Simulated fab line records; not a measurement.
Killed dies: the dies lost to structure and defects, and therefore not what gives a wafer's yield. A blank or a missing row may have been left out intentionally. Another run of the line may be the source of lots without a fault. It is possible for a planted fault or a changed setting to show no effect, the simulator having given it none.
fab line records / flow n5-finfet
[record] lots = 4 wafers = 12 last-day = 17
route steps=1938 shown DUMMY_GATE@247 SPACER0@258 SD_EPI_N@262 SD_EPI_P@326 BEOL_M4@1111
lots that met no fault: taken from a fault-free run of the same line
start-h: the number of hours between the record's first day and the start of the first shown wafer of the lot / wait-h: hours from the lot's prior step to this one / " identical to the entry in the row above / L1.1+2: a single row standing in for several wafers / - either no value or no given start / * or withheld: withheld / < > ~ a bound
route shown NAME@n: a module of which the file shows steps, and the number in the route of the first / usual: mean and standard deviation over wafers with no fault / same: alike in all rows / chamber/n: place in a boat / sites: per-site readings / _std_site: standard deviation of those values / _edge_site: outer sites' mean less inner sites' / radius-mm: for every site, how far away it sits from the centre of the wafer / mask NAME#n: copy n / behind: the most recent tool/chamber to have shaped the wafer / hold: the reason the lot was held/the length of the hold in hours/how it ended / device: whichever transistor did not switch (one of n, p or np) / end of line: at the end of the route, the tests of the same wafers / a step given without rows: its recipe and nothing more / killed: not the wafer's yield, but the dies lost to structure and defects at the first sort / map: the dies of a wafer, with x for killed, . for not killed, _ for no die there
set.NAME: setting as actually run; set.NAME@STEP: the setting as run at that earlier step / model.NAME: the simulator's own value behind a step, which no gauge read
lots seen at some steps along the route; tables by step, rows by wafer
services: from which hour (start-h, from the record's first day; less than 0 if before it) a tool's chamber was out of use, for how many hours, and why
[[steps]]
[step N5_DUMMY_GATE_ETCH_23]
[recipe] chemistry = HBr/Cl2/O2 HBr_flow_sccm = 150 Cl2_flow_sccm = 80 O2_flow_sccm = 12 bias-w = 102 target-depth-a = 410 time-s = 22.3 target = poly-Si mask-material = SiO2 pressure-mtorr = 10 icp-w = 800
[step N5_DUMMY_GATE_ETCH_44]
[recipe] chemistry = HBr/O2 over-etch-frac = 0.7 target-depth-a = 1275 stop-on = SiO2 ion-energy-ev = 60 bias-w = 20 target = poly-Si mask-material = SiO2 pressure-mtorr = 20 icp-w = 400 HBr_flow_sccm = 120 O2_flow_sccm = 10
[step N5_DUMMY_GATE_ETCH_42]
[recipe] chemistry = CHF3/O2 target = SiO2 target-depth-a = 35 time-s = 31 ion-energy-ev = 30 bias-w = 12 pressure-mtorr = 30 source-w = 600 Ar_flow_sccm = 200 CHF3_flow_sccm = 50 O2_flow_sccm = 5
[step N5_DUMMY_GATE_STRIP_48]
[recipe] chemistry = N2/H2 time-s = 20 power-w = 100 temp-c = 40 pressure-mtorr = 100 rf-frequency-hz = 6e+07 bias-power-w = 3 n2-flow-sccm = 300 h2-flow-sccm = 300
[step N5_DUMMY_GATE_PRECLEAN_33]
[recipe] chemistry = dHF time-s = 10 dilution = 750:1 temp-c = 25
[step N5_DUMMY_GATE_PRECLEAN_25]
[recipe] chemistry = O3/DIW time-s = 45 temp-c = 22 o3-ppm = 10
[step N5_DUMMY_GATE_PRECLEAN_51]
[recipe] chemistry = SC2 time-s = 45 temp-c = 35 mix = 1:1:50
[step N5_DUMMY_GATE_SRD_26]
[recipe] dry = ipa-marangoni time-s = 30 temp-c = 23 rinse-liquid = diw
[step N5_DUMMY_GATE_UV_OZONE_45]
[recipe] time-s = 120 pressure-torr = 760 temp-c = 25
[step N5_SPACER0_ALD_07]
[recipe] material = SiNx target-thk-a = 20 temp-c = 400 ald-precursor-family = SiH2I2 ald-co-reactant = N2/H2-plasma pressure-torr = 2
[step N5_SPACER0_ALD_00]
[recipe] material = SiOCN target-thk-a = 35 temp-c = 400 ald-precursor-family = alkyl-aminosilane ald-co-reactant = O2/N2-plasma pulse-time-s = 3 purge-time-s = 2 co-reactant-purge-time-s = 2 ald-cycles = 58 pressure-torr = 2
[usual] ald-cycles = 58/0 heater-power-w = 844/83 precursor-pulse-height-rel = 1.001/0.021
[same] pulse-time-s = 3
lot.wafer=L214.1 tool=ald-sin-03 chamber=2 start-h=76.75 wait-h=0.1 ald-cycles=58 heater-power-w=978 precursor-pulse-height-rel=0.980 model.SiOCN_of_SPACER0_ALD_00.thk-nm=3.6
lot.wafer=L214.4 tool=ald-sin-03 chamber=3 start-h=76.75 wait-h=0.1 ald-cycles=58 heater-power-w=810 precursor-pulse-height-rel=1.000 model.SiOCN_of_SPACER0_ALD_00.thk-nm=3.6
lot.wafer=L214.5 tool=ald-sin-03 chamber=0 start-h=76.75 wait-h=0.1 ald-cycles=58 heater-power-w=895 precursor-pulse-height-rel=1.026 model.SiOCN_of_SPACER0_ALD_00.thk-nm=3.6
lot.wafer=L215.2 tool=ald-sin-03 chamber=1 start-h=84.77 wait-h=0.1 ald-cycles=65 heater-power-w=794 precursor-pulse-height-rel=0.996 model.SiOCN_of_SPACER0_ALD_00.thk-nm=4
lot.wafer=L215.5 tool=ald-sin-03 chamber=1 start-h=84.77 wait-h=0.1 ald-cycles=65 heater-power-w=812 precursor-pulse-height-rel=0.986 model.SiOCN_of_SPACER0_ALD_00.thk-nm=4
lot.wafer=L215.6 tool=ald-sin-03 chamber=0 start-h=84.77 wait-h=0.1 ald-cycles=58 heater-power-w=883 precursor-pulse-height-rel=1.025 model.SiOCN_of_SPACER0_ALD_00.thk-nm=3.6
lot.wafer=L217.1 tool=ald-sin-03 chamber=0 start-h=97.48 wait-h=0.1 ald-cycles=58 heater-power-w=897 precursor-pulse-height-rel=0.973 model.SiOCN_of_SPACER0_ALD_00.thk-nm=3.6
lot.wafer=L217.3 tool=ald-sin-03 chamber=1 start-h=97.48 wait-h=0.1 ald-cycles=65 heater-power-w=816 precursor-pulse-height-rel=0.993 model.SiOCN_of_SPACER0_ALD_00.thk-nm=4
lot.wafer=L217.6 tool=ald-sin-03 chamber=1 start-h=97.48 wait-h=0.1 ald-cycles=65 heater-power-w=808 precursor-pulse-height-rel=1.049 model.SiOCN_of_SPACER0_ALD_00.thk-nm=4
lot.wafer=L228.1 tool=ald-sin-04 chamber=0 start-h=163.05 wait-h=0.1 ald-cycles=58 heater-power-w=708 precursor-pulse-height-rel=0.987 model.SiOCN_of_SPACER0_ALD_00.thk-nm=3.6
lot.wafer=L228.2 tool=ald-sin-04 chamber=1 start-h=163.05 wait-h=0.1 ald-cycles=58 heater-power-w=827 precursor-pulse-height-rel=0.999 model.SiOCN_of_SPACER0_ALD_00.thk-nm=3.6
lot.wafer=L228.4 tool=ald-sin-04 chamber=2 start-h=163.05 wait-h=0.1 ald-cycles=58 heater-power-w=920 precursor-pulse-height-rel=1.006 model.SiOCN_of_SPACER0_ALD_00.thk-nm=3.6
[step N5_SPACER0_ALD_08]
[recipe] material = SiNx target-thk-a = 20 temp-c = 400 ald-precursor-family = SiH2I2 ald-co-reactant = N2/H2-plasma pressure-torr = 2
[step N5_SD_EPI_N_COAT_32]
[recipe] resist = SOC temp-c = 250 time-s = 60 spin-rpm = 1500 resist-thk-nm = 350
[step N5_SD_EPI_N_COAT_33]
[recipe] resist = SiARC temp-c = 220 time-s = 60 spin-rpm = 1500 resist-thk-nm = 35
[step N5_SD_EPI_N_COAT_03]
[recipe] resist = CAR-ArF-block spin-rpm = 1500 resist-thk-nm = 150
[step N5_SD_EPI_N_EBR_05]
[recipe] solvent = PGMEA ebr-width-mm = 1.5
[step N5_SD_EPI_N_SOFTBAKE_04]
[recipe] temp-c = 110 time-s = 60 resist = CAR-ArF-block
[step N5_SD_EPI_N_EXPOSE_06]
[recipe] mask-id = SD_N_BLK na = 1.35 source-shape = conventional sigma-outer = 0.8 polarization = unpolarized target-cd-nm = 120 dose-mj = 39.75
[step N5_SD_EPI_N_PEB_07]
[recipe] peb-temp-c = 110 peb-time-s = 60 resist = CAR-ArF-block
[step N5_SD_EPI_N_DEVELOP_08]
[recipe] develop-time-s = 30 developer = TMAH resist = CAR-ArF-block dev-temp-c = 23 rinse-liquid = diw dry = air-spin
[step N5_SD_EPI_N_DESCUM_14]
[recipe] chemistry = O2 time-s = 7.9 source-power-w = 50 bias-power-w = 20 pressure-mtorr = 20 rf-frequency-hz = 2.712e+07 temp-c = 40 resist = CAR-ArF-block o2-flow-sccm = 225
[step N5_SD_EPI_N_ETCH_34]
[recipe] chemistry = CF4 target = SiARC target-depth-a = 455 mask-material = CAR-ArF-block time-s = 75.8 ion-energy-ev = 80 pressure-mtorr = 40 source-w = 545 bias-w = 36 Ar_flow_sccm = 100 cf4-flow-sccm = 100 ends = cleared
[step N5_SD_EPI_N_ETCH_35]
[recipe] chemistry = N2/H2 target = SOC overetch-a = 1080 mask-material = SiARC temp-c = 40 ion-energy-ev = 100 source-w = 3000 bias-w = 133 pressure-mtorr = 20 time-s = 486 n2-flow-sccm = 200 h2-flow-sccm = 200
[step N5_SD_EPI_N_STRIP_36]
[recipe] chemistry = N2/H2 temp-c = 40 n2-flow-sccm = 200 h2-flow-sccm = 200 rf-frequency-hz = 6e+07
[step N5_SD_EPI_N_ETCHBACK_44]
[recipe] chemistry = CH3F/O2 mode = anisotropic-etchback target = SiNx target-depth-a = 145 stop-on = SiO2 over-etch-frac = 0.3 ion-energy-ev = 120 pressure-mtorr = 30 source-w = 395 bias-w = 73 Ar_flow_sccm = 150 CH3F_flow_sccm = 30 O2_flow_sccm = 20
[step N5_SD_EPI_N_ETCH_45]
[recipe] chemistry = CH3F/O2 target = SiOCN target-depth-a = 60 mask-material = SOC ion-energy-ev = 60 bias-w = 29 pressure-mtorr = 15 source-w = 410 Ar_flow_sccm = 150 CH3F_flow_sccm = 30 O2_flow_sccm = 20
[step N5_SD_EPI_N_ETCH_16]
[recipe] chemistry = CHF3/O2 target = SiO2 target-depth-a = 50 mask-material = SOC pressure-mtorr = 30 source-w = 650 bias-w = 170 Ar_flow_sccm = 200 CHF3_flow_sccm = 50 O2_flow_sccm = 5 ion-energy-ev = 200
[step N5_SD_EPI_N_STRIP_47]
[recipe] chemistry = CHF3/O2 resist = SiARC rf-frequency-hz = 6e+07
[step N5_SD_EPI_N_SD_RECESS_17]
[recipe] chemistry = HBr/Cl2/O2 target-depth-a = 410 mask-material = SOC time-s = 23.7 bt-time-s = 3 pressure-mtorr = 10 icp-w = 800 bias-w = 112 HBr_flow_sccm = 150 Cl2_flow_sccm = 80 O2_flow_sccm = 12
[step N5_SD_EPI_N_STRIP_38]
[recipe] chemistry = N2/H2 power-w = 1000 temp-c = 250 h2-frac = 0.65 overash-fraction = 0.3 pressure-mtorr = withheld n2-flow-sccm = 1750 h2-flow-sccm = 3250
[step N5_SD_EPI_N_WET_ETCH_43]
[recipe] chemistry = dHF dilution = withheld time-s = 14 target = SiO2 target-depth-a = 15 temp-c = 25
[step N5_SD_EPI_N_STRIP_18]
[recipe] chemistry = SPM time-s = 750 temp-c = 130 h2so4-h2o2-vol-ratio = 4
[step N5_SD_EPI_N_SRD_20]
[recipe] dry = ipa-marangoni do-ppb = 5 time-s = 30 temp-c = 23 rinse-liquid = diw
[step N5_SD_EPI_N_PRECLEAN_48]
[recipe] chemistry = NF3:NH3 afs-cycles = 2 temp-c = 30 time-s = 20 sublimation-temp-c = 180 sublimation-time-s = 60 pressure-torr = 3 rf-power-w = 30
[step N5_SD_EPI_N_VAPOR_ETCH_50]
[recipe] chemistry = HCl target = Si temp-c = 775 time-s = 54 pressure-torr = 20 mode = isotropic
[step N5_SD_EPI_N_EPI_21]
[recipe] material = Si:P dopant = P temp-c = 680 pressure-torr = 255 time-s = 690
[step N5_SD_EPI_P_PRECLEAN_32]
[recipe] chemistry = dHF time-s = 10 dilution = 500:1 temp-c = 25
lot.wafer=L214.1+4+5 tool=wet-bench-02 chamber=4,3,5 start-h=86.90 wait-h=0.0 model.SiOCN_of_SPACER0_ALD_00.thk-nm=3.4
lot.wafer=L215.2+5 tool=wet-bench-01 chamber=4,3 start-h=94.06 wait-h=0.0 model.SiOCN_of_SPACER0_ALD_00.thk-nm=3.8
lot.wafer=L215.6 tool=wet-bench-01 chamber=6 start-h=94.06 wait-h=0.0 model.SiOCN_of_SPACER0_ALD_00.thk-nm=3.4
lot.wafer=L217.1 tool=wet-bench-02 chamber=4 start-h=109.91 wait-h=0.0 model.SiOCN_of_SPACER0_ALD_00.thk-nm=3.4
lot.wafer=L217.3+6 tool=wet-bench-02 chamber=2,3 start-h=109.91 wait-h=0.0 model.SiOCN_of_SPACER0_ALD_00.thk-nm=3.8
lot.wafer=L228.1+2+4 tool=wet-bench-06 chamber=2,7,0 start-h=172.15 wait-h=0.0 model.SiOCN_of_SPACER0_ALD_00.thk-nm=3.4
[step N5_BEOL_M4_RC_MEAS_101]
[usual] DIBL_N = 36.4/1.4 DIBL_P = 36.3/1.8 IOFF_N = 0.163/0.024 IOFF_P = 0.21/0.034 ION_N = 673/11 ION_P = 461/7.4 REXT_P = 101.0/2.2 SS_N = 71.6/0.52 SS_P = 73.3/0.58 VT_N = 249.4/2.5 VT_P = -250/3.5
lot.wafer=L215.2 tool=prober-01 chamber=0 start-h=199.24 wait-h=0.2 DIBL_N[mV/V]=35.5 DIBL_P[mV/V]=35.5 IOFF_N[nA/um]=0.131 IOFF_P[nA/um]=0.20 ION_N[uA/um]=652 ION_P[uA/um]=452 REXT_P[ohm.um]=105.3 SS_N[mV/dec]=71.4 SS_P[mV/dec]=73.4 VT_N[mV]=253.0 VT_P[mV]=-249
lot.wafer=L215.5 tool=prober-01 chamber=0 start-h=199.24 wait-h=0.2 DIBL_N[mV/V]=36.7 DIBL_P[mV/V]=36.0 IOFF_N[nA/um]=0.147 IOFF_P[nA/um]=0.23 ION_N[uA/um]=657 ION_P[uA/um]=458 REXT_P[ohm.um]=105.2 SS_N[mV/dec]=71.5 SS_P[mV/dec]=73.0 VT_N[mV]=253.8 VT_P[mV]=-247
lot.wafer=L215.6 tool=prober-01 chamber=0 start-h=199.24 wait-h=0.2 DIBL_N[mV/V]=35.7 DIBL_P[mV/V]=33.9 IOFF_N[nA/um]=0.130 IOFF_P[nA/um]=0.19 ION_N[uA/um]=660 ION_P[uA/um]=456 REXT_P[ohm.um]=101.3 SS_N[mV/dec]=71.1 SS_P[mV/dec]=72.2 VT_N[mV]=253.4 VT_P[mV]=-252
lot.wafer=L214.1 tool=prober-01 chamber=0 start-h=201.62 wait-h=0.0 DIBL_N[mV/V]=35.6 DIBL_P[mV/V]=36.3 IOFF_N[nA/um]=0.159 IOFF_P[nA/um]=0.20 ION_N[uA/um]=674 ION_P[uA/um]=457 REXT_P[ohm.um]=101.5 SS_N[mV/dec]=71.3 SS_P[mV/dec]=73.8 VT_N[mV]=251.1 VT_P[mV]=-252
lot.wafer=L214.4 tool=prober-01 chamber=0 start-h=201.62 wait-h=0.0 DIBL_N[mV/V]=35.8 DIBL_P[mV/V]=36.3 IOFF_N[nA/um]=0.154 IOFF_P[nA/um]=0.20 ION_N[uA/um]=663 ION_P[uA/um]=457 REXT_P[ohm.um]=100.6 SS_N[mV/dec]=71.4 SS_P[mV/dec]=73.7 VT_N[mV]=251.2 VT_P[mV]=-252
lot.wafer=L214.5 tool=prober-01 chamber=0 start-h=201.62 wait-h=0.0 DIBL_N[mV/V]=36.3 DIBL_P[mV/V]=37.0 IOFF_N[nA/um]=0.165 IOFF_P[nA/um]=0.22 ION_N[uA/um]=664 ION_P[uA/um]=455 REXT_P[ohm.um]=100.8 SS_N[mV/dec]=72.2 SS_P[mV/dec]=73.6 VT_N[mV]=251.1 VT_P[mV]=-251
lot.wafer=L217.1 tool=prober-02 chamber=0 start-h=212.28 wait-h=0.0 DIBL_N[mV/V]=35.1 DIBL_P[mV/V]=36.5 IOFF_N[nA/um]=0.148 IOFF_P[nA/um]=0.23 ION_N[uA/um]=663 ION_P[uA/um]=463 REXT_P[ohm.um]=103.0 SS_N[mV/dec]=71.6 SS_P[mV/dec]=73.5 VT_N[mV]=250.2 VT_P[mV]=-251
lot.wafer=L217.3 tool=prober-02 chamber=0 start-h=212.28 wait-h=0.0 DIBL_N[mV/V]=33.9 DIBL_P[mV/V]=35.1 IOFF_N[nA/um]=0.129 IOFF_P[nA/um]=0.19 ION_N[uA/um]=662 ION_P[uA/um]=457 REXT_P[ohm.um]=109.2 SS_N[mV/dec]=71.4 SS_P[mV/dec]=73.7 VT_N[mV]=252.9 VT_P[mV]=-251
lot.wafer=L217.6 tool=prober-02 chamber=0 start-h=212.28 wait-h=0.0 DIBL_N[mV/V]=33.6 DIBL_P[mV/V]=34.8 IOFF_N[nA/um]=0.128 IOFF_P[nA/um]=0.19 ION_N[uA/um]=652 ION_P[uA/um]=453 REXT_P[ohm.um]=108.1 SS_N[mV/dec]=71.5 SS_P[mV/dec]=73.0 VT_N[mV]=254.2 VT_P[mV]=-252
lot.wafer=L228.1 tool=prober-02 chamber=0 start-h=283.19 wait-h=0.0 DIBL_N[mV/V]=37.8 DIBL_P[mV/V]=37.7 IOFF_N[nA/um]=0.169 IOFF_P[nA/um]=0.22 ION_N[uA/um]=681 ION_P[uA/um]=460 REXT_P[ohm.um]=99.1 SS_N[mV/dec]=71.9 SS_P[mV/dec]=73.9 VT_N[mV]=251.2 VT_P[mV]=-252
lot.wafer=L228.2 tool=prober-02 chamber=0 start-h=283.19 wait-h=0.0 DIBL_N[mV/V]=37.1 DIBL_P[mV/V]=37.0 IOFF_N[nA/um]=0.157 IOFF_P[nA/um]=0.20 ION_N[uA/um]=681 ION_P[uA/um]=460 REXT_P[ohm.um]=100.1 SS_N[mV/dec]=71.5 SS_P[mV/dec]=73.7 VT_N[mV]=251.3 VT_P[mV]=-251
lot.wafer=L228.4 tool=prober-02 chamber=0 start-h=283.19 wait-h=0.0 DIBL_N[mV/V]=35.8 DIBL_P[mV/V]=35.7 IOFF_N[nA/um]=0.136 IOFF_P[nA/um]=0.18 ION_N[uA/um]=669 ION_P[uA/um]=460 REXT_P[ohm.um]=99.7 SS_N[mV/dec]=70.8 SS_P[mV/dec]=73.6 VT_N[mV]=252.2 VT_P[mV]=-252
[[services]]
tool=ald-sin-04 chamber=0 start-h=85.29 hours=1.9 kind=repair
tool=wet-bench-06 chamber=- start-h=87.29 hours=0.5 kind=repair
[[key]]
[first-sign] step = N5_SPACER0_ALD_00 reading = ald-cycles direction = up sigmas = 99+ usual = * struck = *
[effect] step = N5_BEOL_M4_RC_MEAS_101 reading = REXT_P direction = up sigmas = 2.6 usual = 101.0 struck = 106.9
[model-effect] step = N5_SPACER0_ALD_00 value = SiOCN_of_SPACER0_ALD_00.thk-nm without = 3.55 struck = 4
[model-effect] step = N5_SD_EPI_P_PRECLEAN_32 value = SiOCN_of_SPACER0_ALD_00.thk-nm without = 3.4 struck = 3.8
met-at N5_SPACER0_ALD_00
struck-wafers L215.2,L215.5,L217.3,L217.6
[fault] kind = process-parameter-drift tool = ald-sin-03 chamber = 1 onset-h = 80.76 steps = N5_SPACER0_ALD_00 channel = ald-cycles offset = * shape = step end-h = 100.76 acts-in = * stated = *
